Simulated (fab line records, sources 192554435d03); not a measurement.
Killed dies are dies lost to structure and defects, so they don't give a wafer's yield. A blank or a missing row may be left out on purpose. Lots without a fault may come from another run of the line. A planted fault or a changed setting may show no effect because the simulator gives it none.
Split-lot experiment | flow n5_finfet | 7 lots, 21 wafers read, on a route of 1938 steps

THE SPLIT
At N5_BEOL_M8_EXPOSE_08 (exposes mask M8), the setting dose_mj was moved away from the recipe's 68.25 on 6 of the 21 wafers read, by -7.0% to +3.6%. The other wafers ran this setting at the recipe's value.

FROM THE SPLIT TO THE READING: what the file shows between them, 15 steps
- N5_BEOL_M8_PEB_09: peb time 60 s
- N5_BEOL_M8_DEVELOP_10: develop time 30 s
- N5_BEOL_M8_CD_MEAS_11: target cd 38.5 nm
- N5_BEOL_M8_DESCUM_16: chemistry O2, time 7.9 s (also split here: time_s)
- N5_BEOL_M8_ETCH_61: etches SiARC in CF4, target depth 45.5 nm, time 75.8 s
- N5_BEOL_M8_ETCH_62: etches SOC in N2/H2, target depth 110 nm, overetch 22 nm, time 165 s
- N5_BEOL_M8_STRIP_68: strips in N2/H2
- N5_BEOL_M8_STRIP_67: strips in CF4
- N5_BEOL_M8_HM_OPEN_17: chemistry Cl2/BCl3, target TiN, target depth 20 nm, overetch 6 nm
- N5_BEOL_M8_STRIP_19: strips in O2
- N5_BEOL_M8_CD_MEAS_18: pitch 80 nm, target cd 40 nm
- N5_BEOL_M8_COAT_63: time 60 s, resist thk 60 nm
- N5_BEOL_M8_COAT_64: time 60 s, resist thk 12 nm
- N5_BEOL_M8_PRECLEAN_42: cleans in residue remover, time 60 s
- N5_BEOL_M8_SRD_43: time 30 s

THE READING
cd_nm, in nm, at N5_BEOL_M8_CD_MEAS_35 (target cd 40 nm). Fault-free wafers of this fab line usually give 40.2 nm, standard deviation 0.59 nm.

wafer  | tool, chamber at the split | dose_mj as run | against the recipe | cd_nm, nm | against lot-mates on the recipe
L086.3 | arfi_scanner-01, 0         | 63.47          | -7.0%              | 36.7      | -3.5
L086.4 | arfi_scanner-01, 0         | 68.25          | recipe             | 40.2      | -
L086.6 | arfi_scanner-01, 0         | 63.47          | -7.0%              | 36.8      | -3.4
L087.1 | arfi_scanner-01, 0         | 65.09          | -4.6%              | 38.0      | -1.8
L087.3 | arfi_scanner-01, 0         | 68.25          | recipe             | 40.1      | -
L087.6 | arfi_scanner-01, 0         | 68.25          | recipe             | 39.5      | -
L088.3 | arfi_scanner-02, 0         | 68.25          | recipe             | 41.2      | -
L088.4 | arfi_scanner-02, 0         | 68.25          | recipe             | 40.5      | -
L088.5 | arfi_scanner-02, 0         | 68.25          | recipe             | 40.4      | -
L090.1 | arfi_scanner-01, 0         | 70.71          | +3.6%              | 41.7      | +2.4
L090.5 | arfi_scanner-01, 0         | 68.25          | recipe             | 39.9      | -
L090.6 | arfi_scanner-01, 0         | 68.25          | recipe             | 38.8      | -
L093.2 | arfi_scanner-01, 0         | 68.25          | recipe             | 39.7      | -
L093.4 | arfi_scanner-01, 0         | 68.25          | recipe             | 40.2      | -
L093.5 | arfi_scanner-01, 0         | 68.25          | recipe             | 39.7      | -
L096.1 | arfi_scanner-03, 0         | 66.57          | -2.5%              | 40.2      | -1.1
L096.2 | arfi_scanner-03, 0         | 66.57          | -2.5%              | 39.5      | -1.8
L096.6 | arfi_scanner-03, 0         | 68.25          | recipe             | 41.3      | -
L097.4 | arfi_scanner-01, 0         | 68.25          | recipe             | 39.6      | -
L097.5 | arfi_scanner-01, 0         | 68.25          | recipe             | 39.6      | -
L097.6 | arfi_scanner-01, 0         | 68.25          | recipe             | 40.3      | -

THE FIT
A straight line over all 21 wafers: cd_nm changes by +0.444 nm for each +1% of dose_mj; r = +0.87; the points scatter about the line by 0.63 nm.
The same after taking each lot's own level away (the mean of its wafers on the recipe; 21 wafers): +0.505 nm for each +1%; r = +0.96; scatter 0.37 nm.
On that fit, the largest move of dose_mj shifts the reading by 3.5 nm.
The lots' own levels span 39.35 to 41.30 nm, that is 3.3 times the standard deviation above.
So the lot-to-lot level changes the slope: the two fits differ.
Check: with one of the wafers moved furthest among these (-7.0%) left out of the fit, the line predicts -3.5 nm for it against its lot-mates. It came out at -3.5 nm against them.

OTHER SPLITS ON THESE WAFERS
These wafers also went through other splits before the reading. Each is held against what the fit with the lots' levels taken away leaves over:
other split on the same wafers | wafers away from the commonest value | r with cd_nm (lot level and that fit taken away)
N5_BEOL_M7_EXPOSE_25 dose_mj   | 9                                    | +0.43
N5_BEOL_M8_DESCUM_16 time_s    | 6                                    | -0.34

THE WHOLE CHAIN: every reading that the file lists as answering this split, in the file's order
step                  | what it does                                                         | reading                                                               | change (the file's fit)               | r (the file's)
N5_BEOL_M8_CD_MEAS_11 | target cd 38.5 nm                                                    | cd_nm                                                                 | +0.485 nm for each +1% of the setting | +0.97
N5_BEOL_M8_ETCH_61    | etches SiARC in CF4, target depth 45.5 nm, time 75.8 s               | BEOL_M8.cd_offset_nm (the simulator's own value, which no gauge read) | +0.48 nm for each +1% of the setting  | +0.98
N5_BEOL_M8_ETCH_62    | etches SOC in N2/H2, target depth 110 nm, overetch 22 nm, time 165 s | BEOL_M8.cd_offset_nm (the simulator's own value, which no gauge read) | +0.507 nm for each +1% of the setting | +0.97
N5_BEOL_M8_CD_MEAS_18 | pitch 80 nm, target cd 40 nm                                         | cd_nm                                                                 | +0.475 nm for each +1% of the setting | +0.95
N5_BEOL_M8_CD_MEAS_35 | target cd 40 nm                                                      | cd_nm                                                                 | +0.498 nm for each +1% of the setting | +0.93

THE FILE'S OWN FIT
cd_nm changes by +0.498 nm for each +1% of dose_mj, r = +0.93.
